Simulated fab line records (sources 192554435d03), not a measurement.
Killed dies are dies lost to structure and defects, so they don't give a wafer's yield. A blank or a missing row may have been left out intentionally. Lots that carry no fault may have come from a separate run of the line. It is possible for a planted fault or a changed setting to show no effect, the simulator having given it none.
Which of the tools did it? ; flow n5Finfet ; 11 lots with 32 wafers sampled at 5 steps, on a route of 1938 steps

WHAT THE GAUGES SHOWED, per wafer
N5_BEOL_M3_RS_MEAS_58: the measuring method here is four-point-probe.
lot;measured;on;M3_RS (ohm/sq)
L841;day 8 20:01;filmMetro-01;0.69 0.67 0.67
L840;day 8 21:54;filmMetro-01;0.71 0.68 0.67
L843;day 9 00:31;filmMetro-02;0.67 0.62 0.68
L842;day 9 00:48;filmMetro-02;0.70 0.67 0.68
L845;day 9 04:16;filmMetro-01;0.72 0.62 0.63
L847;day 9 18:21;filmMetro-01;0.67 0.65 0.65
L849;day 10 12:16;filmMetro-02;0.68 0.64 0.63
L851;day 11 02:26;filmMetro-01;0.71 0.60 0.71
L852;day 11 02:44;filmMetro-01;0.69 0.65 0.65
L857;day 12 10:02;filmMetro-02;0.69 0.67
L862;day 13 21:49;filmMetro-02;0.71 0.68 0.65

N5_BEOL_M4_THK_MEAS_01.
lot;measured;on;M4_ILD_THK (nm)
L841;day 8 20:08;filmMetro-01;77.0 78.1 80.0
L840;day 8 22:02;filmMetro-01;79.9 80.5 80.3
L843;day 9 00:39;filmMetro-02;80.2 79.7 80.3
L842;day 9 00:56;filmMetro-01;79.5 78.4 80.1
L845;day 9 04:24;filmMetro-01;78.2 79.2 79.9
L847;day 9 18:29;filmMetro-01;78.2 79.2 78.8
L849;day 10 12:24;filmMetro-02;77.4 79.4 78.3
L851;day 11 02:34;filmMetro-01;80.1 78.1 79.4
L852;day 11 02:52;filmMetro-01;78.1 78.4 79.3
L857;day 12 10:10;filmMetro-01;77.8 78.8
L862;day 13 21:57;filmMetro-01;78.8 78.8 78.8

N5_BEOL_M4_RC_MEAS_101.
lot;measured;on;DIBL_N (mV/V);DIBL_P (mV/V);IOFF_N (nA/um);IOFF_P (nA/um);ION_N (uA/um);ION_P (uA/um);SS_N (mV/dec);SS_P (mV/dec);VT_N (mV);VT_P (mV)
L841;day 9 10:38;prober-02;37.8 42.0 34.8;36.2 40.1 33.9;0.15 0.27 0.13;0.21 0.27 0.18;666 682 680;459 458 468;71.6 73.9 71.1;72.7 74.7 72.6;250 245 252;-249 -249 -251
L840;day 9 11:10;prober-01;39.2 37.5 33.2;40.5 39.0 32.6;0.22 0.17 0.10;0.34 0.29 0.18;686 677 646;483 471 455;71.1 71.0 69.9;74.5 73.9 72.5;243 247 255;-239 -244 -252
L843;day 9 21:14;prober-02;35.1 36.8 35.6;35.1 37.9 36.8;0.14 0.16 0.15;0.18 0.22 0.21;679 668 680;466 460 469;71.7 71.1 70.9;72.6 74.0 72.8;252 253 250;-252 -251 -249
L842;day 10 02:23;prober-02;37.3 33.2 34.2;37.3 32.7 34.5;0.16 0.11 0.13;0.25 0.18 0.20;690 685 676;480 474 477;71.2 70.0 70.5;73.6 72.5 72.5;248 253 251;-247 -250 -249
L845;day 10 06:55;prober-02;35.6 37.4 34.8;35.6 37.6 36.4;0.12 0.16 0.13;0.20 0.22 0.21;653 651 661;462 448 462;71.6 72.3 70.8;72.9 73.5 73.2;255 252 253;-250 -251 -248
L847;day 10 21:10;prober-01;35.9 37.0 38.1;35.8 38.1 38.4;0.14 0.17 0.18;0.16 0.21 0.22;675 661 685;454 455 465;71.9 71.1 72.2;73.2 74.0 74.1;254 250 250;-256 -252 -254
L849;day 11 09:17;prober-02;36.3 37.3 36.5;36.6 38.0 37.6;0.15 0.16 0.16;0.21 0.23 0.22;678 659 681;468 459 463;71.1 71.4 71.4;73.3 74.0 73.7;252 250 247;-252 -248 -250
L851;day 11 14:56;prober-01;32.7 36.4 33.4;34.8 38.2 34.6;0.12 0.18 0.12;0.18 0.23 0.18;655 670 665;459 466 460;70.9 72.2 71.6;72.7 73.1 72.6;252 249 253;-252 -249 -252
L852;day 11 17:41;prober-01;39.4 37.4 37.5;38.3 34.6 36.3;0.19 0.15 0.16;0.29 0.22 0.26;660 660 674;458 462 468;72.1 71.8 72.5;74.2 73.2 73.5;249 252 251;-245 -248 -248
L857;day 13 05:17;prober-02;36.8 35.7;38.9 37.4;0.19 0.18;0.25 0.23;671 679;464 465;71.4 72.3;73.9 73.9;248 247;-248 -247
L862;day 14 07:49;prober-02;38.0 39.0 37.8;37.2 39.1 36.6;0.19 0.23 0.18;0.26 0.31 0.25;699 682 674;472 467 463;71.8 71.8 72.4;73.5 74.1 73.6;249 245 248;-244 -244 -245

EACH LOT AND THE TOOL THAT RAN IT (in order: tool; ch and the chambers of the sampled wafers; start)
lot;N5_BEOL_M3_ANNEAL_51;N5_BEOL_M3_CO_CAP_55
L841;rtpAnneal-02 ch 0, day 8 19:11;cvdCo-01 ch 0,1,2, day 8 19:49
L840;rtpAnneal-01 ch 0, day 8 21:05;cvdCo-01 ch 1,2, day 8 21:43
L843;rtpAnneal-02 ch 0, day 8 23:43;cvdCo-02 ch 0,2, day 9 00:20
L842;rtpAnneal-02 ch 0, day 8 23:59;cvdCo-01 ch 1,2, day 9 00:37
L845;rtpAnneal-02 ch 0, day 9 03:23;cvdCo-02 ch 0,1, day 9 04:04
L847;rtpAnneal-02 ch 0, day 9 17:35;cvdCo-02 ch 0,1,2, day 9 18:10
L849;rtpAnneal-01 ch 0, day 10 11:26;cvdCo-01 ch 0,1, day 10 12:04
L851;rtpAnneal-01 ch 0, day 11 01:43;cvdCo-01 ch 0,1,2, day 11 02:17
L852;rtpAnneal-02 ch 0, day 11 01:55;cvdCo-02 ch 0,1,2, day 11 02:32
L857;rtpAnneal-02 ch 0, day 12 09:13;cvdCo-02 ch 0,1, day 12 09:51
L862;rtpAnneal-01 ch 0, day 13 20:59;cvdCo-01 ch 0,2, day 13 21:37
- N5_BEOL_M3_ANNEAL_51: time 90 s.
- N5_BEOL_M3_CO_CAP_55: material Co, precursor CCTBA/H2, target thk 2 nm, time 102.1 s.

AS READ BY THE TOOLS THEMSELVES (means over the sampled wafers that have a number; for cases with no such wafer, the mark the record gives instead)
N5_BEOL_M3_ANNEAL_51.
lot;tool;wafer_temp_C_max
L841;rtpAnneal-02;226.01
L840;rtpAnneal-01;225.85
L843;rtpAnneal-02;226.20
L842;rtpAnneal-02;225.89
L845;rtpAnneal-02;225.98
L847;rtpAnneal-02;225.87
L849;rtpAnneal-01;225.90
L851;rtpAnneal-01;225.68
L852;rtpAnneal-02;225.87
L857;rtpAnneal-02;226.24
L862;rtpAnneal-01;226.01

N5_BEOL_M3_CO_CAP_55.
lot;tool;heaterPowerW (W);runLengthS (s)
L841;cvdCo-01;258;125.0
L840;cvdCo-01;267;124.7
L843;cvdCo-02;232;124.3
L842;cvdCo-01;269;124.9
L845;cvdCo-02;229;124.2
L847;cvdCo-02;226;124.7
L849;cvdCo-01;262;124.7
L851;cvdCo-01;262;124.6
L852;cvdCo-02;225;124.6
L857;cvdCo-02;220;95.7
L862;cvdCo-01;246;125.0

THE ANSWER, worked out from the rows above alone
Rule: what is usual is taken from the lots themselves. The widest of any qualifying gaps counts: lots, ordered by their means at a reading, are off when they make up no more than a third of the lots, leave a main group of 4 or more, and stand apart from it by 3 or more times the standard deviation of that group's means. Not used: any main group whose means are identical at the precision the tables above print for the reading. Also off: a lot with no number at a reading for which 4 or more lots have one. Any other lot the step has rows for is counted as sound. The gauges are gone through in route order, then the tools' own readings, and for those a lot's mean is taken as printed above. At the first step where some lot is off, the reading lying furthest off is the one used; lots without a number count as furthest.
Off: L857 (N5_BEOL_M3_CO_CAP_55, runLengthS). The main group: mean 124.7 s, standard deviation 0.25.
A tool fits if, at that step or a process step before it, it ran every lot that is off, and no sound lot after the first of them. Can't be told from this: 2 tools fit, rtpAnneal-02 at N5_BEOL_M3_ANNEAL_51, cvdCo-02 at N5_BEOL_M3_CO_CAP_55.

WHAT THE SIMULATOR PUT IN
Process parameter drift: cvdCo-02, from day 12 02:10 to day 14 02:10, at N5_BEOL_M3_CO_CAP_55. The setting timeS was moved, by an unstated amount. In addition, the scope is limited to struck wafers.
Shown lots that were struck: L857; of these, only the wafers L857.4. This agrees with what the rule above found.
